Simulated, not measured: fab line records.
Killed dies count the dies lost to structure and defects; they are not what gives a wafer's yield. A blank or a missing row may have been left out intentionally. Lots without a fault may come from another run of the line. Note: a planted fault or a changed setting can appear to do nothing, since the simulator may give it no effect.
Which tool did it? -- flow nandHarc -- 6 lots with 18 wafers sampled at 3 steps, on a route of 1159 steps

== WHAT EACH GAUGE READ, for each wafer ==
NHARC_A_ONON_D1_THK_MEAS_11: measures by ellipsometry.
lot,measured,on,thkNm (nm)
L328,day 7 23:46,filmMetro-01,1008 1007 1009
L330,day 8 07:05,filmMetro-01,999 998 998
L335,day 9 15:14,filmMetro-02,1008 1009 1006
L337,day 10 01:18,filmMetro-02,999 997 997
L340,day 11 14:50,filmMetro-02,1009 1008 1009
L345,day 12 09:22,filmMetro-01,1545 1548 1546

== WHAT TOOL EACH LOT RAN ON (gives the tool, then ch and the chambers of the sampled wafers, and finally the start) ==
lot,NHARC_P_BONDPAD_CMP_19,NHARC_A_ONON_D1_DEP_09
L328,"cmp-01 ch 0,2,3, day 6 22:43","pecvdOnon-02 ch 0, day 7 23:15"
L330,"cmp-03 ch 0,3, day 7 02:37","pecvdOnon-01 ch 0, day 8 06:38"
L335,"cmp-02 ch 0,1,2, day 8 08:46","pecvdOnon-04 ch 0, day 9 14:44"
L337,"cmp-01 ch 0,1,3, day 9 00:17","pecvdOnon-02 ch 0, day 10 00:47"
L340,"cmp-01 ch 0,2,3, day 10 12:35","pecvdOnon-04 ch 0, day 11 14:19"
L345,"cmp-03 ch 0,1,2, day 11 03:39","pecvdOnon-02 ch 0, day 12 08:55"
- NHARC_P_BONDPAD_CMP_19: polishes, t overpolish 30 s, cu recess touch 16 s, target thk 160.81 nm.
- NHARC_A_ONON_D1_DEP_09: target thk 1000 nm.

== THE ANSWER, worked out from the rows above alone ==
Rule: usual is defined by the lots themselves. The widest of any qualifying gaps counts: lots, ordered by their means at a reading, are off when they make up no more than a third of the lots, leave a main group of 4 or more, and stand apart from it by 3 or more times the standard deviation of that group's means. If all means in a main group match to the digits the tables above print for the reading, that group is not used. A lot without any number at a reading at which 4 lots or more have one is off too. Any other lot the step has rows for is counted as sound.
Off at NHARC_A_ONON_D1_THK_MEAS_11 (thkNm): L345. Mean 1004 nm and standard deviation 5 in the main group.
A tool fits if, at a process step before that reading, it ran every lot that is off, and no sound lot after the first of them. The gauges at NHARC_A_ONON_D1_THK_MEAS_11 are tried like those tools. Can't be told from this: 3 tools fit, cmp-03 at NHARC_P_BONDPAD_CMP_19, pecvdOnon-02 at NHARC_A_ONON_D1_DEP_09, filmMetro-01 at NHARC_A_ONON_D1_THK_MEAS_11.

== WHAT WAS PUT IN BY THE SIMULATOR ==
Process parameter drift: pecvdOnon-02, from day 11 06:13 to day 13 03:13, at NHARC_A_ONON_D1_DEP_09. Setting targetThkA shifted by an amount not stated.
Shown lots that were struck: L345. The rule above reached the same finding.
